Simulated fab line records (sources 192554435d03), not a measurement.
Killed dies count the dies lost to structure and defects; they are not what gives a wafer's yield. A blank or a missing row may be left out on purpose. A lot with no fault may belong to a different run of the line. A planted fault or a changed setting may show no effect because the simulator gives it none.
Code-filled problem report in 8D (eight disciplines) form ; flow n5-finfet ; the parts of the form that need people (team, actions taken, sign-off) are left out

== 1. WHAT IS WRONG ==
Wafers without a fault read 60.00 C, standard deviation 0.13; temp-c at N5_MIM_TOP_ETCH_STRIP_01 reads a mean of 57.57 C on 6 wafers belonging to 2 lots. Relative to the usual mean, that is a shift of -19 standard deviations.
The step: strips in O2.
Earliest sighting: wafer L506.3 on rie-diel-03 at day 15 11:24. At this step, 33 wafers from 11 lots have a number in the record. The rule behind "out" and "out of limits": a value lying over 4 standard deviations away from the usual mean. Any other wafer with a number is counted as sound.

== 2. WHAT IT IS AND WHAT IT IS NOT ==
question;is;is not
which readings at this step;temp-c;drypump-motor-current-A, oes-product-au, rf-vpp-V, showerhead-plenum-p-Torr, throttle-valve-pct
which lots;L506, L507;L499, L500, L501, L503, L509, L513, L516, L520, L521
which wafers of those lots;all that have a number;-
read on which tools;rie-diel-03;rie-diel-02, rie-diel-05
when;from day 15 11:24;"up to then (12 sound wafers); but 15 sound wafers of L509, L513, L516, L520, L521 came after"

== 3. THE SUSPECTS, EACH WITH WHAT RULES IT OUT ==
Counting: a tool stays on the suspect list if, at a process step up to the reading, it processed all lots that are out and no sound lot following the first of them.
- ald-hk-01 at N5_MIM_TOP_ALD_00 (deposits Al2O3, purge time 3 s, co reactant pulse time 3 s): ruled out as a lasting fault. Following L506 (day 15 09:59), the first lot on it that is out, the sound lots L513, L516, L521 were run on it.
- ald-hk-01 at N5_MIM_TOP_ALD_01 (deposits HfO2, target thk 5.6 nm, pulse time 1 s, purge time 3 s): ruled out as a lasting fault. Following L506 (day 15 10:27), the first lot on it that is out, the sound lots L513, L516, L521 were run on it. With no start given for some of its lots, N5_MIM_TOP_ALD_01 uses the hours and lot order of N5_MIM_TOP_DEGAS_04.
- rie-diel-03 at N5_MIM_TOP_ETCH_STRIP_01 (strips in O2): ruled out as a lasting fault. Following L506 (day 15 11:24), the first lot on it that is out, the sound lots L520 were run on it.
Left after counting: nothing in the record.

== 4. THE CAUSE (what the simulator had put in) ==
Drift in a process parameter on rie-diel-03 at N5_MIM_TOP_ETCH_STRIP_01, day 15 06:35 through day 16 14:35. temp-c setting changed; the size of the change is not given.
Counting ruled it out, wrongly.

== 5. SEQUENCE OF EFFECTS, ordered by route ==
Each row: a reading whose mean over the struck wafers that have a number lies more than 3 standard deviations from the usual. Only readings whose record carries a usual standard deviation are examined. hours: median over the lots of the time between each lot's start at the first step of this table that gives one and its start at this step. sigmas: the change, counted in usual standard deviations.
hours;step;reading;usual;on struck wafers;change;sigmas
0;N5_MIM_TOP_ETCH_STRIP_01;temp-c;60.00 C;57.57;-2.43;-19
Its process steps:
- N5_MIM_TOP_ETCH_STRIP_01: strips in O2.

== 6. HOW IT WOULD HAVE BEEN CAUGHT EARLIER ==
The fault began at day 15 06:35; the first out-of-limits reading in this record came at day 15 11:24, 5 hours later.
